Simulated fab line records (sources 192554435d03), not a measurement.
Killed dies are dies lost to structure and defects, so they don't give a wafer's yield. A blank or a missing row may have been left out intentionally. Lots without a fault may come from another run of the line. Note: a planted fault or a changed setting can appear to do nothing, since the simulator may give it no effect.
fab line records	flow n5-finfet
record lots=6	wafers=18	last-day=19
route steps=1938 shown HKMG_FIN@454 GATE_CUT@465 PASSIVATION@1936
lots untouched by any fault: they come from a run of this same line in which no faults occurred
start-h: start of the lot's first displayed wafer, in hours after the record's first day	wait-h: how many hours have passed since the lot's step before this one	" the same as in the row above	L1.1+2: a row that stands for several wafers	- value missing, or start not given	* or withheld: withheld	< > ~ a bound
route shown NAME@n: NAME is a module with steps in the file, n the number in the route of the first one	usual: the fault-free wafers' mean and standard deviation	same: alike in all rows	chamber/n: place in a boat	sites: the reading at each site	_std_site: the values' standard deviation	_edge_site: mean of outer sites minus mean of inner sites	radius-mm: how far each site lies from the wafer's centre	mask NAME#n: copy n	behind: the last tool/chamber to shape the wafer	hold: what put the lot on hold/how long, in hours/how the hold closed	device: which transistor (n, p or np) failed to switch	end of line: the route-end tests of the same wafers	a step with no rows: only its recipe	killed: dies lost to structure and defects at the first sort, not the wafer's yield	map: a wafer's dies, x killed, . not, _ none there
set.NAME: the setting that was run; set.NAME@STEP: the one run at that earlier step	model.NAME: the simulator's own value behind a step, which no gauge read
lots at some steps of the route; a table a step, a row a wafer
services: the hour from which a tool's chamber was out of use, counted from the record's first day as start-h (under 0 if before that day), plus the number of hours and why
## steps
# step N5_HKMG_FIN_ETCHBACK_68
# recipe chemistry=Cl2/Ar	stop-on=HfO2	target-depth-a=5	pressure-mtorr=10	icp-w=600	bias-w=60	Cl2_flow_sccm=40	Ar_flow_sccm=60
# step N5_HKMG_FIN_STRIP_69
# recipe chemistry=N2/H2	power-w=2500	temp-c=300	h2-frac=0.65	time-s=360	pressure-mtorr=withheld	n2-flow-sccm=1750	h2-flow-sccm=3250
# step N5_HKMG_FIN_ALD_21
# recipe material=TiN	target-thk-a=15	temp-c=400	ald-precursor-family=TiCl4	ald-co-reactant=NH3	pulse-time-s=1	purge-time-s=3	co-reactant-purge-time-s=2	co-reactant-pulse-time-s=2	ald-cycles=68	pressure-torr=3
# step N5_HKMG_FIN_ALD_72
# recipe material=W	target-thk-a=20	temp-c=300	pressure-torr=7.5	ald-precursor-family=WF6	ald-co-reactant=B2H6	pulse-time-s=1	purge-time-s=2	co-reactant-purge-time-s=2	co-reactant-pulse-time-s=3	ald-cycles=7
# step N5_HKMG_FIN_W_FILL_22
# recipe material=W	target-thk-a=600	temp-c=400	pressure-torr=39.4	time-s=18.2
# usual heater-power-w=791/86	throttle-valve-pct=19.9/1.5
lot.wafer	tool	chamber	start-h	wait-h	heater-power-w	throttle-valve-pct
L891.3	cvd-w-01	0	95.01	0.0	606	17.3
L891.4	"	1	"	"	932	17.4
L891.6	"	0	"	"	607	17.3
L895.3	cvd-w-02	1	117.20	0.0	814	20.9
L895.4	"	0	"	"	789	20.5
L895.5	"	0	"	"	787	20.8
L903.2	cvd-w-02	0	165.03	0.0	772	21.0
L903.4	"	1	"	"	821	20.6
L903.6	"	0	"	"	791	20.9
L904.2	cvd-w-02	1	169.66	0.0	806	20.8
L904.3	"	0	"	"	790	21.0
L904.4	"	1	"	"	827	21.0
L906.1	cvd-w-02	1	181.45	0.0	825	21.0
L906.5	"	0	"	"	779	21.0
L906.6	"	1	"	"	815	20.8
L912.2	cvd-w-01	1	220.35	0.0	934	17.5
L912.4	"	1	"	"	906	17.4
L912.5	"	1	"	"	922	17.7
# step N5_HKMG_FIN_PRECLEAN_83
# recipe chemistry=DIW	time-s=57.5	temp-c=23
# step N5_HKMG_FIN_SRD_84
# recipe dry-time-s=32	dry=n2-spin	spin-rpm=1500
# step N5_HKMG_FIN_CMP_23
# recipe stop-on=SiNx	t-overpolish-s=10	post-cmp-clean=rinse-only	down-force-psi=4	platen-rpm=50.289	pad-velocity-m-s=1.0006	target-thk-nm=46.326
# usual edge-zone-pressure-frac=1.000/0.0046	motor-current-A=11.6/1.6	overpolish-run-s=9.999/0.0087	time-to-endpoint-s=12.7/2.1
lot.wafer	tool	chamber	start-h	wait-h	edge-zone-pressure-frac	motor-current-A	overpolish-run-s	time-to-endpoint-s
L891.3	cmp-02	0	95.11	0.0	1.004	13.0	10.004	14.6
L891.4	"	3	"	"	0.999	14.2	10.007	12.3
L891.6	"	0	"	"	0.993	12.8	10.009	14.1
L895.3	cmp-04	2	117.29	0.0	1.001	12.1	10.004	11.6
L895.4	"	3	"	"	1.006	9.5	10.001	13.5
L895.5	"	2	"	"	0.994	12.0	9.997	11.6
L903.4	cmp-03	0	165.22	0.1	1.002	10.5	10.004	12.9
L903.2	"	1	"	"	1.002	9.9	10.012	10.0
L903.6	"	0	"	"	1.004	11.4	10.002	10.4
L904.4	cmp-04	2	169.78	0.0	0.998	12.6	10.004	12.1
L904.2	"	3	"	"	0.997	9.3	10.016	11.7
L904.3	"	1	"	"	0.996	13.2	9.996	13.3
L906.1	cmp-03	3	181.64	0.1	0.992	13.6	9.996	12.1
L906.5	"	2	"	"	0.996	11.1	10.005	11.4
L906.6	"	3	"	"	0.996	13.9	10.003	16.6
L912.4	cmp-03	0	220.62	0.2	1.002	10.9	9.994	11.2
L912.2	"	1	"	"	1.008	8.9	9.985	11.5
L912.5	"	2	"	"	1.006	10.7	9.990	9.6
# step N5_HKMG_FIN_CMP_94
# recipe stop-on=SiNx	post-cmp-clean=w-dilute-nh4oh	t-overpolish-s=4.7	down-force-psi=4	platen-rpm=50.289	pad-velocity-m-s=1.0006	target-thk-nm=43.299
# step N5_HKMG_FIN_INSPECT_28
# recipe inspect-instrument=darkfield	mode=post-cmp
# usual raw-defect-count=38/15
lot.wafer	tool	chamber	start-h	wait-h	raw-defect-count
L891.3	defect-inspect-02	-	95.82	0.0	52
L891.4	"	-	"	"	29
L891.6	"	-	"	"	39
L895.3	defect-inspect-02	-	118.01	0.0	23
L895.4	"	-	"	"	32
L895.5	"	-	"	"	26
L903.2	defect-inspect-01	-	165.85	0.0	21
L903.4	"	-	"	"	16
L903.6	"	-	"	"	29
L904.2	defect-inspect-02	-	170.49	0.0	27
L904.3	"	-	"	"	39
L904.4	"	-	"	"	41
L906.1	defect-inspect-01	-	182.27	0.0	25
L906.5	"	-	"	"	30
L906.6	"	-	"	"	62
L912.2	defect-inspect-01	-	221.17	0.0	26
L912.4	"	-	"	"	19
L912.5	"	-	"	"	17
# step N5_GATE_CUT_ETCHBACK_00
# recipe chemistry=SF6/Cl2	target=W	pressure-mtorr=8	icp-w=900	bias-w=80	SF6_flow_sccm=40	Cl2_flow_sccm=60
# step N5_GATE_CUT_ETCH_56
# recipe chemistry=Cl2/Ar	target=TiN	target-depth-a=216	pressure-mtorr=10	icp-w=600	bias-w=60	Cl2_flow_sccm=40	Ar_flow_sccm=60
# usual drypump-motor-current-A=6.00/0.25	oes-product-au=0.78/0.14	throttle-valve-pct=20.79/0.21
lot.wafer	tool	chamber	start-h	wait-h	drypump-motor-current-A	oes-product-au	rf-hours-counter-h	throttle-valve-pct
L891.3	rie-metal-02	0	96.00	0.1	5.65	0.98	-	20.82
L891.4	"	1	"	"	6.30	0.68	-	20.56
L891.6	"	0	"	"	5.64	0.97	-	20.80
L895.3	rie-metal-03	0	118.24	0.1	5.83	0.86	-	20.98
L895.4	"	1	"	"	5.93	0.59	-	20.89
L895.5	"	1	"	"	5.95	0.58	-	20.89
L903.2	rie-metal-03	0	166.16	0.2	5.82	0.84	-	21.00
L903.4	"	0	"	"	5.82	0.85	-	21.00
L903.6	"	0	"	"	5.81	0.85	-	21.01
L904.2	rie-metal-03	0	170.80	0.2	5.85	0.85	-	20.99
L904.3	"	0	"	"	5.87	0.84	-	21.00
L904.4	"	0	"	"	5.84	0.85	-	20.99
L906.1	rie-metal-01	0	182.43	0.1	5.94	0.99	0	20.62
L906.5	"	0	"	"	5.96	1.00	-	20.64
L906.6	"	1	"	"	6.37	0.72	-	20.50
L912.2	rie-metal-02	1	221.33	0.1	6.28	0.66	97	20.60
L912.4	"	1	"	"	6.28	0.66	-	20.58
L912.5	"	1	"	"	6.30	0.65	-	20.59
# step N5_GATE_CUT_ETCHBACK_30
# recipe chemistry=Cl2/Ar	target=TiN	target-depth-a=30	mode=isotropic	pressure-mtorr=10	icp-w=600	bias-w=60	Cl2_flow_sccm=40	Ar_flow_sccm=60
# step N5_GATE_CUT_VAPOR_ETCH_60
# recipe chemistry=BCl3/Cl2	target=HfO2	mode=isotropic
# step N5_GATE_CUT_ETCH_58
# recipe chemistry=CH3F/O2	target=SiNx	target-depth-a=170	time-s=128.6	ion-energy-ev=50	pressure-mtorr=30	source-w=415	bias-w=21	Ar_flow_sccm=150	CH3F_flow_sccm=30	O2_flow_sccm=20
# step N5_GATE_CUT_STRIP_59
# recipe chemistry=N2/H2	time-s=20	power-w=100	temp-c=40	pressure-mtorr=100	rf-frequency-hz=6e+07	bias-power-w=3	n2-flow-sccm=300	h2-flow-sccm=300
# step N5_GATE_CUT_PRECLEAN_31
# recipe temp-c=23	chemistry=DIW	time-s=300
# step N5_GATE_CUT_SRD_32
# recipe time-s=30	temp-c=23	rinse-liquid=diw	dry=ipa-marangoni
# step N5_GATE_CUT_SAC_CAP_01
# recipe material=SiNx	target-thk-a=240	temp-c=400	ald-precursor-family=SiH2I2	ald-co-reactant=N2/H2-plasma	pulse-time-s=1	ald-cycles=480	purge-time-s=2	co-reactant-purge-time-s=2	pressure-torr=2
# usual heater-power-w=868/45	precursor-pulse-height-rel=0.999/0.02
lot.wafer	tool	chamber	start-h	wait-h	heater-power-w	precursor-pulse-height-rel
L891.3	ald-sin-01	0	96.47	0.0	854	0.995
L891.4	"	2	"	"	857	1.016
L891.6	"	1	97.55	1.1	857	1.024
L895.3	ald-sin-02	2	119.01	0.3	858	0.972
L895.4	"	3	120.10	1.4	854	1.023
L895.5	"	2	"	"	872	0.998
L903.2	ald-sin-01	3	166.86	0.0	892	1.010
L903.4	"	1	"	"	833	0.993
L903.6	"	1	167.95	1.1	837	0.962
L904.2	ald-sin-02	1	171.43	0.0	908	1.019
L904.3	"	0	"	"	824	1.005
L904.4	"	2	"	"	864	1.003
L906.1	ald-sin-01	0	182.92	0.0	848	0.989
L906.5	"	2	184.00	1.1	836	0.984
L906.6	"	3	"	"	877	1.018
L912.2	ald-sin-01	1	221.83	0.0	856	0.984
L912.4	"	3	"	"	875	1.022
L912.5	"	0	222.92	1.1	855	1.044
# step N5_GATE_CUT_PECVD_57
# recipe material=SiNx	target-thk-a=210	temp-c=400	precursor=SiH4/NH3/N2	pressure-torr=1.5	rf-w=300
# step N5_GATE_CUT_CMP_02
# recipe stop-on=SiO2	t-overpolish-s=12.7	post-cmp-clean=alkaline-brush	down-force-psi=2.5	platen-rpm=51.8	pad-velocity-m-s=1.0307	target-thk-nm=0
# step N5_GATE_CUT_HM_DEP_46
# recipe material=SiO2	target-thk-a=1300	temp-c=400	precursor=TEOS/O2	pressure-torr=6.5	rf-w=900	teos-flow-sccm=161.4	gas=O2	flow-sccm=2650	time-s=26.6
# usual heater-power-w=557/95	showerhead-plenum-p-Torr=8.37/0.043	throttle-valve-pct=18.4/1.3
lot.wafer	tool	chamber	start-h	wait-h	heater-power-w	showerhead-plenum-p-Torr	throttle-valve-pct
L891.3	pecvd-03	2	99.09	0.0	335	8.36	16.2
L891.4	"	2	"	"	340	8.33	16.4
L891.6	"	1	"	"	593	8.40	19.9
L895.3	pecvd-02	0	121.61	0.0	524	8.30	17.7
L895.4	"	2	"	"	524	8.36	17.9
L895.5	"	0	"	"	532	8.30	18.0
L903.2	pecvd-02	1	169.46	0.0	599	8.39	19.8
L903.4	"	1	"	"	620	8.36	19.5
L903.6	"	0	"	"	620	8.30	17.9
L904.2	pecvd-01	1	174.03	0.0	488	8.39	17.7
L904.3	"	2	"	"	586	8.36	17.0
L904.4	"	2	"	"	594	8.39	17.2
L906.1	pecvd-03	0	185.51	0.0	583	8.43	20.4
L906.5	"	1	"	"	660	8.41	19.5
L906.6	"	0	"	"	577	8.42	20.4
L912.2	pecvd-01	1	224.43	0.0	473	8.36	17.9
L912.4	"	2	"	"	635	8.38	17.1
L912.5	"	1	"	"	487	8.40	17.9
# step N5_GATE_CUT_COAT_34
# recipe resist=SOC	temp-c=250	time-s=60	spin-rpm=1500	resist-thk-nm=60
# step N5_GATE_CUT_COAT_35
# recipe resist=SiARC	temp-c=220	time-s=60	spin-rpm=1500	resist-thk-nm=10
# step N5_GATE_CUT_COAT_27
# recipe resist=underlayer	temp-c=205	time-s=60	spin-rpm=1500	resist-thk-nm=10
# step N5_GATE_CUT_COAT_07
# recipe resist=CAR-EUV	spin-rpm=1500	resist-thk-nm=30
# step N5_GATE_CUT_EBR_09
# recipe solvent=PGMEA	ebr-width-mm=1.5
# step N5_GATE_CUT_SOFTBAKE_08
# recipe temp-c=110	time-s=60	resist=CAR-EUV
# step N5_GATE_CUT_EXPOSE_10
# recipe mask-id=GATE_CUT	na=0.33	source-shape=annular	sigma-inner=0.35	sigma-outer=0.8	polarization=unpolarized	target-cd-nm=20	dose-mj=43.25
# step N5_GATE_CUT_PEB_11
# recipe peb-temp-c=100	peb-time-s=60	resist=CAR-EUV
# step N5_GATE_CUT_DEVELOP_12
# recipe develop-time-s=30	developer=TMAH	resist=CAR-EUV	rinse-liquid=surfactant-rinse	dry=air-spin	dev-temp-c=23
# step N5_GATE_CUT_CD_MEAS_13
# recipe target-cd-nm=20	landing-energy-ev=500	detector=se-inlens
# usual cd-nm=19.99/0.26
lot.wafer	tool	chamber	start-h	wait-h	cd-nm
L891.3	cd-sem-01	0	99.55	-	19.85
L891.4	"	0	"	"	20.07
L891.6	"	0	"	"	20.22
L895.3	cd-sem-01	0	121.95	-	19.62
L895.4	"	0	"	"	19.78
L895.5	"	0	"	"	19.80
L903.2	cd-sem-01	0	169.80	-	19.94
L903.4	"	0	"	"	20.08
L903.6	"	0	"	"	19.92
L904.2	cd-sem-02	0	174.50	-	20.08
L904.3	"	0	"	"	20.06
L904.4	"	0	"	"	20.02
L906.1	cd-sem-03	0	185.85	-	19.83
L906.5	"	0	"	"	19.92
L906.6	"	0	"	"	19.58
L912.2	cd-sem-03	0	224.77	-	20.19
L912.4	"	0	"	"	20.12
L912.5	"	0	"	"	20.42
# step N5_GATE_CUT_OVL_MEAS_14
# recipe points-per-wafer=522
# usual GATE_CUT_OVL=0.0/0.82
lot.wafer	tool	chamber	start-h	wait-h	GATE_CUT_OVL[nm]
L891.3	overlay-01	0	99.59	0.0	1.2
L891.4	"	0	"	"	0.9
L891.6	"	0	"	"	1.5
L895.3	overlay-01	0	121.99	0.0	0.7
L895.4	"	0	"	"	0.4
L895.5	"	0	"	"	0.1
L903.2	overlay-01	0	169.83	0.0	0.5
L903.4	"	0	"	"	0.0
L903.6	"	0	"	"	0.8
L904.2	overlay-02	0	174.53	0.0	-2.6
L904.3	"	0	"	"	-2.4
L904.4	"	0	"	"	-2.2
L906.1	overlay-02	0	185.88	0.0	0.2
L906.5	"	0	"	"	1.5
L906.6	"	0	"	"	1.0
L912.2	overlay-01	0	224.80	0.0	0.3
L912.4	"	0	"	"	-0.3
L912.5	"	0	"	"	0.3
# step N5_GATE_CUT_DESCUM_18
# recipe chemistry=O2	time-s=7	source-power-w=50	bias-power-w=20	pressure-mtorr=20	rf-frequency-hz=2.712e+07	temp-c=40	resist=CAR-EUV	o2-flow-sccm=225
# usual drypump-motor-current-A=5.5/0.48	o2-flow-sccm=224.9/0.71	oes-product-au=0.79/0.062	rf-vpp-V=243.5/1.1	showerhead-plenum-p-Torr=2.12/0.055	throttle-valve-pct=20.45/0.16
lot.wafer	tool	chamber	start-h	wait-h	drypump-motor-current-A	o2-flow-sccm	oes-product-au	rf-hours-counter-h	rf-vpp-V	showerhead-plenum-p-Torr	throttle-valve-pct
L891.3	rie-diel-02	1	99.67	0.0	5.7	224.8	0.81	118	245.2	2.10	20.31
L891.4	"	3	"	"	4.9	225.4	0.77	144	244.7	2.19	20.27
L891.6	"	3	"	"	5.0	225.0	0.78	-	243.8	2.19	20.27
L895.3	rie-diel-04	0	122.07	0.0	5.1	225.6	0.82	73	245.1	2.11	20.29
L895.4	"	1	"	"	6.1	225.7	0.76	146	244.2	2.20	20.42
L895.5	"	3	"	"	5.3	224.9	0.85	-	243.3	2.15	20.49
L903.2	rie-diel-02	1	169.93	0.0	5.7	225.4	0.79	139	242.5	2.09	20.34
L903.4	"	0	"	"	5.3	224.3	0.72	202	242.5	2.08	20.69
L903.6	"	3	"	"	5.0	226.0	0.75	-	244.0	2.18	20.32
L904.2	rie-diel-04	2	174.62	0.0	5.0	224.1	0.86	69	242.3	2.04	20.51
L904.3	"	3	"	"	5.3	225.2	0.85	48	243.0	2.15	20.51
L904.4	"	1	"	"	6.1	225.1	0.75	164	244.1	2.19	20.43
L906.1	rie-diel-06	0	185.97	0.0	4.9	225.8	0.69	232	242.7	2.06	20.14
L906.5	"	3	"	"	6.3	224.8	0.96	-	242.8	2.05	20.20
L906.6	"	0	"	"	4.9	225.0	0.69	-	242.2	2.06	20.13
L912.2	rie-diel-04	2	224.89	0.0	5.0	224.9	0.84	86	241.1	2.03	20.53
L912.4	"	1	"	"	6.1	224.3	0.74	180	243.4	2.19	20.44
L912.5	"	2	"	"	4.9	225.3	0.84	-	241.4	2.03	20.53
# step N5_GATE_CUT_ETCH_28
# recipe chemistry=N2/H2	target=underlayer	target-depth-a=130	mask-material=CAR-EUV	time-s=10.4	ion-energy-ev=200	pressure-mtorr=30	source-w=840	bias-w=150	n2-flow-sccm=200	h2-flow-sccm=200	ends=cleared
# step N5_GATE_CUT_ETCH_36
# recipe chemistry=CF4	target=SiARC	target-depth-a=130	mask-material=CAR-EUV	time-s=21.7	ion-energy-ev=80	pressure-mtorr=40	source-w=545	bias-w=36	Ar_flow_sccm=100	cf4-flow-sccm=100	ends=cleared
# step N5_GATE_CUT_ETCH_37
# recipe chemistry=N2/H2	target=SOC	target-depth-a=600	overetch-a=120	mask-material=SiARC	temp-c=40	time-s=90	ion-energy-ev=200	pressure-mtorr=30	source-w=840	bias-w=150	n2-flow-sccm=200	h2-flow-sccm=200
# step N5_GATE_CUT_STRIP_38
# recipe chemistry=N2/H2	temp-c=40	n2-flow-sccm=200	h2-flow-sccm=200	rf-frequency-hz=6e+07
# step N5_GATE_CUT_STRIP_39
# recipe chemistry=N2/H2	temp-c=40	n2-flow-sccm=200	h2-flow-sccm=200	rf-frequency-hz=6e+07
# step N5_PASSIVATION_PROBE_49
# usual killed_at_M0_to_M3=33/9.9	killed_at_M4_up=14/6.4	killed-at-contacts=12/7	killed-at-front-end=41/13	killed-at-other=3.1/2.9	killed-dies=103/20	killed-open=67/14	killed-short=34/9.4
# same gross-dies=1180	killed-at-back-side=0
lot.wafer	tool	chamber	start-h	wait-h	killed_at_M0_to_M3	killed_at_M4_up	killed-at-contacts	killed-at-front-end	killed-at-other	killed-dies	killed-open	killed-short
L904.2	prober-01	-	362.36	0.1	25	9	6	118	11	169	51	31
L904.3	prober-01	-	362.41	0.1	22	17	10	109	3	161	49	16
L904.4	prober-01	-	362.46	0.2	18	9	9	135	8	179	57	21
L903.2	prober-01	-	362.93	0.1	36	16	28	165	3	248	106	61
L903.4	prober-01	-	363.03	0.2	41	7	10	130	4	192	61	38
L903.6	prober-01	-	363.13	0.3	53	12	24	145	8	242	92	60
# killed by level:class
L904.2 GATE_CUT:unspecified=84 FIN_SAQP:geometric-particle:open=7 BEOL_M3:geometric-particle:open=7 GATE_CUT:geometric-particle:short=7 STI_FIN_REVEAL:geometric-particle:open=6 MOL_CONTACT_COAG:geometric-particle:open=5 BEOL_M0_SAQP:geometric-particle:open=5 STARTING-WAFER:geometric-particle:open=4
L904.3 GATE_CUT:unspecified=95 MOL_CONTACT_COAG:geometric-particle:open=8 BEOL_M1:geometric-particle:open=7 FIN_SAQP:geometric-particle:open=5 BEOL_M4:geometric-particle:open=5 BEOL_M5:geometric-particle:open=5 BEOL_M0_SAQP:geometric-particle:short=4 DUMMY_GATE:geometric-particle:open=3
L904.4 GATE_CUT:unspecified=100 FIN_SAQP:geometric-particle:open=12 MOL_CONTACT_COAG:geometric-particle:open=8 STI_FIN_REVEAL:geometric-particle:open=6 GATE_CUT:geometric-particle:open=5 BEOL_M1:geometric-particle:open=5 BEOL_M0_SAQP:geometric-particle:open=4 PASS1_CAP:geometric-particle:short=4
L903.2 GATE_CUT:unspecified=80 STI_FIN_REVEAL:geometric-particle:open=35 MOL_CONTACT_COAG:geometric-particle:open=23 FIN_SAQP:geometric-particle:open=10 FIN_SAQP:geometric-particle:short=10 GATE_CUT:geometric-particle:short=9 BEOL_M0_SAQP:geometric-particle:short=8 STI_FIN_REVEAL:geometric-particle:short=7
L903.4 GATE_CUT:unspecified=92 BEOL_M2:geometric-particle:open=15 GATE_CUT:geometric-particle:short=13 MOL_CONTACT_COAG:geometric-particle:open=8 BEOL_M3:geometric-particle:open=7 STI_FIN_REVEAL:geometric-particle:open=5 STARTING-WAFER:geometric-particle:open=5 FIN_SAQP:geometric-particle:short=4
L903.6 GATE_CUT:unspecified=89 BEOL_M0_SAQP:geometric-particle:short=19 STI_FIN_REVEAL:geometric-particle:open=19 MOL_CONTACT_COAG:geometric-particle:open=19 BEOL_M0_SAQP:geometric-particle:open=14 FIN_SAQP:geometric-particle:short=8 GATE_CUT:geometric-particle:short=7 BEOL_M2:geometric-particle:open=7
# map L903.2 (x killed, . not)
_________________.xx....x.xx.________________
______________.....xxxxxxxx.xx.x_____________
___________......xxxxxxxxx.xxx.....__________
__________.x.....x.xxxxxxxxxx......._________
________.....xx.xx.xxxxxxxx.xx.xx.x..x_______
_______x..xx.....xxxxxxxxxxxxxx........______
______...x...x.x..xx.xxxxxxx.xxx........_____
_____.......x.....x.xxxxxxx.xx....x.....x____
____....x..x...x...xxx.xxx.x..............___
___x..xx..x...............................x__
___.........x...x......x.........x.........__
__......x..............x.....x.......x..x..._
__......xxx.......x................x..xx...._
_x....x.xx......x.....x.......xx.............
_x...x.x.x......x...x........x....x.........x
_...........x..............x........x..x.....
_.........x..x...x...x....x..................
_x.....x.x.......x.....xx........xxx.........
_....x..x...x.....x.....xx..x................
_x.x.......xx....x....xxx.x....x.............
_.......x........x...x..xx.....x.............
__.................x..............x........x_
__....xx.......x........x.............xx...._
___.......x...xx......x.....x........x.....__
___x...x...............x............x......__
____.....x....x......................x....___
_____............xx...xx..x..........xx..____
______x..x......x.x........x...x.......x_____
_______............x..xx..............x______
________.xx...................x.....x._______
__________x.........xx.......xx....x_________
___________.................x......__________
______________.......x...x.x...._____________
_________________..x.....x...________________
# map L904.4 (x killed, . not)
_________________x.xx.xx...x.________________
______________.....xxxxxxxxxxx.._____________
___________......xxxxxxxxxxxxx.x...__________
__________.x.....xxxxxxxxxxxxxx....._________
________.........xxxxxxxxxx.x.xx....x._______
_______......x...x.xxxxxxxxxxxx........______
______............xxxxxxxxxxx.xx....x..._____
_____.......x......xxxxxxxxx.x...........____
____......x....x......xxxx.xx.............___
___............x.....xxx.x.x...x...........__
___..x............x.....x..................__
__.......x....x........x.x.x........x......._
__...x......................................_
_..x.........................................
_.................x.......x.............xx...
_..x.............x.....................x....x
_.......x..x...................x...x.........
_.............xx.....x.......................
_.......x.......x................x...........
_x..........xx....................x...x..x...
_.x.....x........x..............x.......x....
__......................................x..._
__..................xx...................x.._
___......x.....x.........x............x....__
___......x.x...............................__
____..................x...................___
_____........x...x.......................____
______...........x......................_____
_______...x..xx.......x........x.......______
________.............................._______
__________.........x................_________
___________........................__________
______________............x...xx_____________
_________________........xx..________________
## services
tool	chamber	start-h	hours	kind
cmp-02	-	73.72	6.8	pm
ald-sin-01	1	74.19	12.5	repair
rie-diel-04	2	77.28	6.0	repair
cmp-04	-	79.88	2.4	repair
cmp-03	-	82.32	1.6	repair
rie-metal-01	-	96.00	1.4	pm
pecvd-01	0	98.28	16.8	repair
ald-sin-02	1	102.28	21.5	repair
rie-metal-03	-	112.60	2.8	pm
rie-metal-02	0	113.13	4.5	repair
pecvd-01	-	114.40	2.8	pm
rie-metal-03	-	129.22	1.4	pm
rie-diel-04	3	133.61	22.5	repair
rie-diel-06	2	136.40	2.6	repair
ald-sin-02	0	138.03	2.0	repair
pecvd-01	-	151.85	14.6	pm
cmp-02	-	154.34	1.1	repair
cmp-03	-	167.46	0.8	repair
cmp-04	-	178.02	4.0	pm
rie-diel-04	0	185.19	4.0	repair
pecvd-03	-	189.70	2.8	pm
cvd-w-02	1	196.63	7.4	repair
rie-metal-02	-	221.84	2.8	pm
ald-sin-02	2	224.19	2.0	repair
## key
first-sign step=N5_PASSIVATION_PROBE_49	reading=killed-at-front-end	direction=up	sigmas=7.1	usual=41	struck=134
effect step=N5_PASSIVATION_PROBE_49	reading=killed-dies	direction=up	sigmas=4.7	usual=103	struck=198
more-kills-born-at N5_GATE_CUT_ETCH_56@rie-metal-03=540
met-at N5_GATE_CUT_ETCH_56
struck-wafers L903.2,L903.4,L903.6,L904.2,L904.3,L904.4
tester-left-out L903,L904
onset-between 118.24 166.16
fault kind=chamber-particle-source	tool=rie-metal-03	chamber=0	onset-h=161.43	steps=N5_GATE_CUT_ETCH_56	rate-per-visit-cm2=0.40858	end-h=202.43
# tester-left-out: of these lots the tester's yield and bins aren't shown, on N5 and GAA mostly nor the transistor test; their killed dies are dies lost to structure and defects alone, not to doping, threshold or leakage, so they don't give the yield
